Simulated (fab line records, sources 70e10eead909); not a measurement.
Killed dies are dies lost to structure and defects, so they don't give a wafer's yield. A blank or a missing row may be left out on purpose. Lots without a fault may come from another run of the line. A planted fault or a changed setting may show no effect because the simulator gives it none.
Which tool did it? | flow nand_harc | 21 lots, 63 wafers sampled, at 6 steps of a route of 1159

WHAT THE GAUGES READ, wafer by wafer
The record holds no reading of a measuring or inspecting step that can be judged against a usual standard deviation.

WHICH TOOL RAN EACH LOT (tool, then ch and the chambers of the sampled wafers, then the start)
lot  | NHARC_A_STAIRCASE_TRIM_14                     | NHARC_A_STAIRCASE_TRIM_191                    | NHARC_A_STAIRCASE_TRIM_220         | NHARC_A_STAIRCASE_TRIM_224     | NHARC_A_STAIRCASE_TRIM_231     | NHARC_A_STAIRCASE_ETCH_234
L075 | rie_diel-02 ch 0,1,2, day 11 00:28 or earlier | rie_diel-09 ch 1,2,3, day 11 00:28 or earlier | rie_diel-02 ch 0,1,3, day 11 00:28 | rie_diel-02 ch 0,1,2, no start | rie_diel-09 ch 0,2,3, no start | rie_diel-09 ch 1,2,3, no start
L074 | rie_diel-02 ch 1,2,3, day 11 00:57 or earlier | rie_diel-03 ch 1,2,3, day 11 00:57 or earlier | rie_diel-03 ch 0,1,2, day 11 00:57 | rie_diel-03 ch 0,1,2, no start | rie_diel-02 ch 0,1,2, no start | rie_diel-02 ch 0,1,3, no start
L076 | rie_diel-09 ch 1,2,3, day 11 21:22 or earlier | rie_diel-02 ch 0,1,3, day 11 21:22 or earlier | rie_diel-03 ch 0,2,3, day 11 21:22 | rie_diel-03 ch 0,1,2, no start | rie_diel-03 ch 1,2,3, no start | rie_diel-03 ch 1,2, no start
L079 | rie_diel-03 ch 1,2, day 12 05:32 or earlier   | rie_diel-02 ch 0,1, day 12 05:32 or earlier   | rie_diel-02 ch 2,3, day 12 05:32   | rie_diel-02 ch 0,1,2, no start | rie_diel-09 ch 0,1,3, no start | rie_diel-09 ch 1,2,3, no start
L078 | rie_diel-02 ch 0,1,2, day 12 06:02 or earlier | rie_diel-02 ch 0,1, day 12 06:02 or earlier   | rie_diel-09 ch 1,2,3, day 12 06:02 | rie_diel-09 ch 0,1,3, no start | rie_diel-03 ch 0,1,3, no start | rie_diel-03 ch 0,2,3, no start
L081 | rie_diel-09 ch 0,2,3, day 12 10:34 or earlier | rie_diel-03 ch 0,2,3, day 12 10:34 or earlier | rie_diel-03 ch 0,1,2, day 12 10:34 | rie_diel-03 ch 0,1,3, no start | rie_diel-03 ch 0,1,2, no start | rie_diel-03 ch 0,1,2, no start
L080 | rie_diel-09 ch 0,2,3, day 12 11:23 or earlier | rie_diel-03 ch 0,1,3, day 12 11:23 or earlier | rie_diel-09 ch 0,1,3, day 12 11:23 | rie_diel-09 ch 0,1,3, no start | rie_diel-09 ch 0,2,3, no start | rie_diel-09 ch 1,2, no start
L082 | rie_diel-03 ch 0,1,2, day 13 04:50 or earlier | rie_diel-03 ch 0,2,3, day 13 04:50 or earlier | rie_diel-02 ch 1,2,3, day 13 04:50 | rie_diel-02 ch 2,3, no start   | rie_diel-03 ch 2,3, no start   | rie_diel-03 ch 0,1,3, no start
L083 | rie_diel-09 ch 0,1, day 13 03:59 or earlier   | rie_diel-09 ch 0,1, day 13 03:59 or earlier   | rie_diel-03 ch 1,2,3, day 13 03:59 | rie_diel-03 ch 2,3, no start   | rie_diel-03 ch 0,3, no start   | rie_diel-03 ch 1,3, no start
L084 | rie_diel-03 ch 1,2,3, day 13 22:22 or earlier | rie_diel-03 ch 0,3, day 13 22:22 or earlier   | rie_diel-03 ch 1,2,3, day 13 22:22 | rie_diel-03 ch 0,3, no start   | rie_diel-03 ch 0,1,2, no start | rie_diel-03 ch 0,1,3, no start
L085 | rie_diel-09 ch 0,1,2, day 14 08:12 or earlier | rie_diel-02 ch 0,3, day 14 08:12 or earlier   | rie_diel-09 ch 0,1,2, day 14 08:12 | rie_diel-09 ch 0,1, no start   | rie_diel-02 ch 0,2,3, no start | rie_diel-02 ch 0,3, no start
L086 | rie_diel-03 ch 0,2,3, day 14 08:26 or earlier | rie_diel-02 ch 1,2,3, day 14 08:26 or earlier | rie_diel-03 ch 1,2,3, day 14 08:26 | rie_diel-03 ch 0,1,3, no start | rie_diel-03 ch 0,1,3, no start | rie_diel-03 ch 1,2,3, no start
L088 | rie_diel-03 ch 1,2, day 14 13:56 or earlier   | rie_diel-09 ch 0,3, day 14 13:56 or earlier   | rie_diel-02 ch 0,1,3, day 14 13:56 | rie_diel-02 ch 2,3, no start   | rie_diel-03 ch 0,3, no start   | rie_diel-03 ch 0,1,3, no start
L087 | rie_diel-09 ch 0,2, day 14 14:13 or earlier   | rie_diel-02 ch 0,2, day 14 14:13 or earlier   | rie_diel-09 ch 0,3, day 14 14:13   | rie_diel-09 ch 1,2,3, no start | rie_diel-03 ch 0,2,3, no start | rie_diel-03 ch 1,2,3, no start
L090 | rie_diel-09 ch 0,3, day 15 04:07 or earlier   | rie_diel-03 ch 0,1,2, day 15 04:07 or earlier | rie_diel-02 ch 0,3, day 15 04:07   | rie_diel-02 ch 0,1,2, no start | rie_diel-03 ch 1,2, no start   | rie_diel-03 ch 1,2, no start
L089 | rie_diel-03 ch 0,1,3, day 15 05:21 or earlier | rie_diel-09 ch 1,3, day 15 05:21 or earlier   | rie_diel-09 ch 0,3, day 15 05:21   | rie_diel-09 ch 1,2,3, no start | rie_diel-02 ch 0,1, no start   | rie_diel-02 ch 1,2,3, no start
L092 | rie_diel-03 ch 2,3, day 15 11:13 or earlier   | rie_diel-03 ch 1,2, day 15 11:13 or earlier   | rie_diel-09 ch 1,2,3, day 15 11:13 | rie_diel-09 ch 0,1,3, no start | rie_diel-09 ch 0,3, no start   | rie_diel-09 ch 1,2, no start
L091 | rie_diel-09 ch 0,2,3, day 15 11:03 or earlier | rie_diel-09 ch 0,2,3, day 15 11:03 or earlier | rie_diel-03 ch 1,2,3, day 15 11:03 | rie_diel-03 ch 1,2,3, no start | rie_diel-03 ch 0,2,3, no start | rie_diel-03 ch 0,3, no start
L093 | rie_diel-02 ch 0,1, day 15 16:17 or earlier   | rie_diel-02 ch 0,2, day 15 16:17 or earlier   | rie_diel-09 ch 1,2,3, day 15 16:17 | rie_diel-09 ch 0,1, no start   | rie_diel-03 ch 1,3, no start   | rie_diel-03 ch 0,3, no start
L094 | rie_diel-09 ch 0,2,3, day 16 01:41 or earlier | rie_diel-02 ch 1,2,3, day 16 01:41 or earlier | rie_diel-03 ch 0,1,3, day 16 01:41 | rie_diel-03 ch 0,2,3, no start | rie_diel-02 ch 0,2,3, no start | rie_diel-02 ch 1,2,3, no start
L095 | rie_diel-03 ch 0,1,2, day 16 14:43 or earlier | rie_diel-09 ch 2,3, day 16 14:43 or earlier   | rie_diel-02 ch 0,1,3, day 16 14:43 | rie_diel-02 ch 0,2,3, no start | rie_diel-03 ch 0,3, no start   | rie_diel-03 ch 0,2, no start
- NHARC_A_STAIRCASE_TRIM_14: chemistry O2, time 211.2 s.
- NHARC_A_STAIRCASE_TRIM_191: chemistry O2, time 211.2 s.
- NHARC_A_STAIRCASE_TRIM_220: chemistry O2, time 211.2 s.
- NHARC_A_STAIRCASE_TRIM_224: chemistry O2, time 211.2 s.
- NHARC_A_STAIRCASE_TRIM_231: chemistry O2, time 211.2 s.
- NHARC_A_STAIRCASE_ETCH_234: etches the open film in C4F8/O2, target depth 100 nm, time 40.5 s.

WHAT THE TOOLS THEMSELVES READ (means of the sampled wafers that have a number; where no wafer has one, the mark that the record gives instead)
NHARC_A_STAIRCASE_TRIM_14.
lot  | tool        | drypump_motor_current_A (A) | oes_product_au (a.u.) | rf_vpp_V (V) | showerhead_plenum_p_Torr (Torr) | throttle_valve_pct (%)
L075 | rie_diel-02 | 5.8                         | 0.988                 | 57.8         | 3.63                            | 17.041
L074 | rie_diel-02 | 5.7                         | 0.991                 | 57.9         | 3.57                            | 17.036
L076 | rie_diel-09 | 5.7                         | 1.010                 | 57.5         | 3.68                            | 17.032
L079 | rie_diel-03 | 5.4                         | 1.002                 | 57.6         | 3.63                            | 17.031
L078 | rie_diel-02 | 5.8                         | 1.003                 | 58.4         | 3.63                            | 17.031
L081 | rie_diel-09 | 5.8                         | 1.010                 | 57.9         | 3.57                            | 17.038
L080 | rie_diel-09 | 5.8                         | 1.012                 | 58.2         | 3.57                            | 17.047
L082 | rie_diel-03 | 5.5                         | 1.010                 | 58.0         | 3.50                            | 17.034
L083 | rie_diel-09 | 5.4                         | 1.002                 | 56.5         | 3.47                            | 17.037
L084 | rie_diel-03 | 5.8                         | 1.004                 | 57.2         | 3.47                            | 17.036
L085 | rie_diel-09 | 5.4                         | 1.009                 | 58.1         | 3.53                            | 17.030
L086 | rie_diel-03 | 5.6                         | 1.014                 | 58.0         | 3.50                            | 17.031
L088 | rie_diel-03 | 5.4                         | 1.000                 | 58.2         | 3.62                            | 17.029
L087 | rie_diel-09 | 5.6                         | 1.007                 | 57.8         | 3.49                            | 17.041
L090 | rie_diel-09 | 5.8                         | 1.010                 | 58.2         | 3.48                            | 17.038
L089 | rie_diel-03 | 5.7                         | 1.007                 | 57.1         | 3.33                            | 17.040
L092 | rie_diel-03 | 5.9                         | 1.001                 | 57.3         | 3.47                            | 17.034
L091 | rie_diel-09 | 5.8                         | 1.004                 | 57.3         | 3.55                            | 17.042
L093 | rie_diel-02 | 5.7                         | 1.009                 | 57.5         | 3.53                            | 17.032
L094 | rie_diel-09 | 5.8                         | 1.009                 | 58.2         | 3.55                            | 17.042
L095 | rie_diel-03 | 5.4                         | 0.998                 | 57.9         | 3.48                            | 17.037

NHARC_A_STAIRCASE_TRIM_191.
lot  | tool        | drypump_motor_current_A (A) | oes_product_au (a.u.) | rf_vpp_V (V) | showerhead_plenum_p_Torr (Torr) | throttle_valve_pct (%)
L075 | rie_diel-09 | 5.7                         | 1.003                 | 58.0         | 3.68                            | 17.029
L074 | rie_diel-03 | 5.7                         | 0.999                 | 57.4         | 3.48                            | 17.038
L076 | rie_diel-02 | 5.7                         | 0.999                 | 57.5         | 3.48                            | 17.035
L079 | rie_diel-02 | 5.7                         | 1.002                 | 58.0         | 3.55                            | 17.031
L078 | rie_diel-02 | 5.7                         | 0.988                 | 57.9         | 3.55                            | 17.025
L081 | rie_diel-03 | 5.6                         | 1.009                 | 56.9         | 3.51                            | 17.033
L080 | rie_diel-03 | 5.7                         | 1.011                 | 58.5         | 3.34                            | 17.042
L082 | rie_diel-03 | 5.6                         | 1.003                 | 57.5         | 3.50                            | 17.037
L083 | rie_diel-09 | 5.3                         | 0.994                 | 57.7         | 3.58                            | 17.038
L084 | rie_diel-03 | 5.6                         | 1.012                 | 57.4         | 3.37                            | 17.027
L085 | rie_diel-02 | 5.7                         | 1.002                 | 58.0         | 3.40                            | 17.036
L086 | rie_diel-02 | 5.7                         | 0.987                 | 57.7         | 3.56                            | 17.044
L088 | rie_diel-09 | 5.8                         | 1.004                 | 57.4         | 3.49                            | 17.039
L087 | rie_diel-02 | 5.8                         | 0.999                 | 57.6         | 3.61                            | 17.032
L090 | rie_diel-03 | 5.4                         | 1.008                 | 57.6         | 3.49                            | 17.042
L089 | rie_diel-09 | 5.9                         | 1.000                 | 58.4         | 3.73                            | 17.033
L092 | rie_diel-03 | 5.6                         | 0.999                 | 58.0         | 3.45                            | 17.038
L091 | rie_diel-09 | 5.8                         | 1.007                 | 57.9         | 3.55                            | 17.036
L093 | rie_diel-02 | 5.8                         | 0.998                 | 58.4         | 3.61                            | 17.037
L094 | rie_diel-02 | 5.7                         | 0.993                 | 58.3         | 3.55                            | 17.030
L095 | rie_diel-09 | 6.0                         | 1.008                 | 57.9         | 3.68                            | 17.035

NHARC_A_STAIRCASE_TRIM_220.
lot  | tool        | drypump_motor_current_A (A) | oes_product_au (a.u.) | rf_vpp_V (V) | showerhead_plenum_p_Torr (Torr) | throttle_valve_pct (%)
L075 | rie_diel-02 | 5.7                         | 0.999                 | 57.4         | 3.48                            | 17.030
L074 | rie_diel-03 | 5.4                         | 1.009                 | 57.3         | 3.51                            | 17.050
L076 | rie_diel-03 | 5.6                         | 1.004                 | 59.0         | 3.51                            | 17.033
L079 | rie_diel-02 | 5.8                         | 0.997                 | 57.4         | 3.64                            | 17.037
L078 | rie_diel-09 | 5.7                         | 0.994                 | 59.2         | 3.68                            | 17.031
L081 | rie_diel-03 | 5.4                         | 1.007                 | 58.3         | 3.50                            | 17.031
L080 | rie_diel-09 | 5.7                         | 0.991                 | 56.4         | 3.61                            | 17.035
L082 | rie_diel-02 | 5.7                         | 0.997                 | 58.1         | 3.56                            | 17.040
L083 | rie_diel-03 | 5.8                         | 1.003                 | 56.9         | 3.47                            | 17.035
L084 | rie_diel-03 | 5.8                         | 1.001                 | 57.6         | 3.47                            | 17.036
L085 | rie_diel-09 | 5.4                         | 1.012                 | 57.6         | 3.53                            | 17.021
L086 | rie_diel-03 | 5.7                         | 1.007                 | 57.0         | 3.47                            | 17.040
L088 | rie_diel-02 | 5.7                         | 1.004                 | 57.2         | 3.47                            | 17.034
L087 | rie_diel-09 | 5.8                         | 1.004                 | 57.6         | 3.49                            | 17.033
L090 | rie_diel-02 | 5.7                         | 1.006                 | 58.0         | 3.47                            | 17.041
L089 | rie_diel-09 | 6.0                         | 1.004                 | 57.5         | 3.62                            | 17.032
L092 | rie_diel-09 | 5.7                         | 1.004                 | 58.2         | 3.66                            | 17.033
L091 | rie_diel-03 | 5.7                         | 1.000                 | 58.1         | 3.46                            | 17.034
L093 | rie_diel-09 | 5.7                         | 1.007                 | 58.7         | 3.66                            | 17.032
L094 | rie_diel-03 | 5.7                         | 0.998                 | 57.7         | 3.33                            | 17.033
L095 | rie_diel-02 | 5.6                         | 1.000                 | 57.1         | 3.46                            | 17.034

NHARC_A_STAIRCASE_TRIM_224.
lot  | tool        | drypump_motor_current_A (A) | oes_product_au (a.u.) | rf_vpp_V (V) | showerhead_plenum_p_Torr (Torr) | throttle_valve_pct (%)
L075 | rie_diel-02 | 5.8                         | 0.990                 | 57.3         | 3.63                            | 17.033
L074 | rie_diel-03 | 5.4                         | 1.011                 | 57.4         | 3.51                            | 17.033
L076 | rie_diel-03 | 5.4                         | 1.009                 | 58.2         | 3.50                            | 17.045
L079 | rie_diel-02 | 5.8                         | 0.989                 | 58.1         | 3.62                            | 17.034
L078 | rie_diel-09 | 5.7                         | 0.995                 | 58.3         | 3.61                            | 17.035
L081 | rie_diel-03 | 5.7                         | 1.006                 | 57.5         | 3.34                            | 17.039
L080 | rie_diel-09 | 5.7                         | 0.993                 | 57.8         | 3.61                            | 17.044
L082 | rie_diel-02 | 5.8                         | 0.987                 | 58.3         | 3.63                            | 17.035
L083 | rie_diel-03 | 5.9                         | 1.002                 | 57.7         | 3.48                            | 17.034
L084 | rie_diel-03 | 5.6                         | 1.009                 | 57.3         | 3.37                            | 17.046
L085 | rie_diel-09 | 5.3                         | 1.000                 | 57.8         | 3.57                            | 17.044
L086 | rie_diel-03 | 5.7                         | 1.006                 | 56.8         | 3.34                            | 17.040
L088 | rie_diel-02 | 5.7                         | 1.001                 | 57.3         | 3.48                            | 17.036
L087 | rie_diel-09 | 5.7                         | 1.009                 | 59.2         | 3.67                            | 17.039
L090 | rie_diel-02 | 5.8                         | 0.998                 | 56.7         | 3.61                            | 17.042
L089 | rie_diel-09 | 5.7                         | 1.002                 | 58.5         | 3.66                            | 17.036
L092 | rie_diel-09 | 5.7                         | 1.004                 | 58.8         | 3.59                            | 17.043
L091 | rie_diel-03 | 5.8                         | 1.005                 | 58.5         | 3.46                            | 17.039
L093 | rie_diel-09 | 5.3                         | 1.008                 | 57.1         | 3.56                            | 17.044
L094 | rie_diel-03 | 5.6                         | 1.002                 | 57.2         | 3.49                            | 17.033
L095 | rie_diel-02 | 5.8                         | 1.004                 | 57.9         | 3.54                            | 17.021

NHARC_A_STAIRCASE_TRIM_231.
lot  | tool        | drypump_motor_current_A (A) | oes_product_au (a.u.) | rf_vpp_V (V) | showerhead_plenum_p_Torr (Torr) | throttle_valve_pct (%)
L075 | rie_diel-09 | 5.8                         | 1.007                 | 58.0         | 3.57                            | 17.032
L074 | rie_diel-02 | 5.8                         | 0.989                 | 57.4         | 3.63                            | 17.042
L076 | rie_diel-03 | 5.7                         | 0.992                 | 57.0         | 3.48                            | 17.036
L079 | rie_diel-09 | 5.7                         | 0.997                 | 58.4         | 3.61                            | 17.038
L078 | rie_diel-03 | 5.7                         | 1.003                 | 58.0         | 3.34                            | 17.045
L081 | rie_diel-03 | 5.4                         | 1.001                 | 57.9         | 3.50                            | 17.030
L080 | rie_diel-09 | 5.8                         | 1.011                 | 58.5         | 3.57                            | 17.042
L082 | rie_diel-03 | 5.9                         | 1.010                 | 57.8         | 3.48                            | 17.024
L083 | rie_diel-03 | 5.6                         | 1.009                 | 57.4         | 3.37                            | 17.045
L084 | rie_diel-03 | 5.4                         | 1.008                 | 58.0         | 3.49                            | 17.025
L085 | rie_diel-02 | 5.8                         | 1.003                 | 57.7         | 3.55                            | 17.037
L086 | rie_diel-03 | 5.7                         | 1.008                 | 57.0         | 3.34                            | 17.032
L088 | rie_diel-03 | 5.9                         | 1.004                 | 57.6         | 3.34                            | 17.043
L087 | rie_diel-03 | 5.6                         | 1.007                 | 58.4         | 3.50                            | 17.032
L090 | rie_diel-03 | 5.5                         | 0.995                 | 57.9         | 3.61                            | 17.034
L089 | rie_diel-02 | 5.7                         | 1.005                 | 57.7         | 3.53                            | 17.030
L092 | rie_diel-09 | 6.0                         | 1.017                 | 57.9         | 3.61                            | 17.033
L091 | rie_diel-03 | 5.6                         | 1.007                 | 57.4         | 3.49                            | 17.032
L093 | rie_diel-03 | 5.9                         | 0.996                 | 57.4         | 3.29                            | 17.034
L094 | rie_diel-02 | 5.8                         | 0.996                 | 57.2         | 3.54                            | 17.029
L095 | rie_diel-03 | 5.9                         | 1.008                 | 57.6         | 3.33                            | 17.037

NHARC_A_STAIRCASE_ETCH_234.
lot  | tool        | bias_w (W) | oes_product_au (a.u.) | rf_vpp_V (V)
L075 | rie_diel-09 | 998.4      | 0.961                 | 901
L074 | rie_diel-02 | 1000.7     | 0.941                 | 895
L076 | rie_diel-03 | 998.4      | 0.945                 | 900
L079 | rie_diel-09 | 1000.4     | 0.943                 | 900
L078 | rie_diel-03 | 1003.2     | 0.930                 | 895
L081 | rie_diel-03 | 1001.4     | 0.947                 | 895
L080 | rie_diel-09 | 1003.2     | 0.930                 | 899
L082 | rie_diel-03 | 1002.0     | 0.964                 | 890
L083 | rie_diel-03 | 998.1      | 0.946                 | 886
L084 | rie_diel-03 | 1001.2     | 0.940                 | 889
L085 | rie_diel-02 | 999.6      | 0.948                 | 891
L086 | rie_diel-03 | 1001.0     | 0.934                 | 895
L088 | rie_diel-03 | 1000.6     | 0.932                 | 889
L087 | rie_diel-03 | 998.6      | 0.959                 | 892
L090 | rie_diel-03 | 1003.0     | 0.944                 | 899
L089 | rie_diel-02 | 998.3      | 0.936                 | 897
L092 | rie_diel-09 | 1001.1     | 0.937                 | 899
L091 | rie_diel-03 | 999.1      | 0.950                 | 889
L093 | rie_diel-03 | 1003.4     | 0.953                 | 890
L094 | rie_diel-02 | 999.8      | 0.943                 | 897
L095 | rie_diel-03 | 1002.1     | 0.953                 | 900

THE ANSWER, worked out from the rows above alone
Rule: what is usual is taken from the lots themselves. Put in order of their means at a reading, lots are off if they are a third of the lots or fewer, leave a main group of 4 or more, and stand apart from it by a gap of 3 or more times the standard deviation of the main group's means; of several such gaps the widest counts. A main group whose means are all the same, to the digits that the tables above print for the reading, isn't used. A lot without any number at a reading at which 4 lots or more have one is off too. The other lots that the step has rows for count as sound. The gauges are gone through in route order, then the tools' own readings, and for those a lot's mean is taken as printed above. The first step at which some lot is off is used, and at that step the reading that is off furthest; a lot without a number counts as furthest.
No lot is off at any reading shown: from this, nothing can be told.

WHAT THE SIMULATOR HAD PUT IN
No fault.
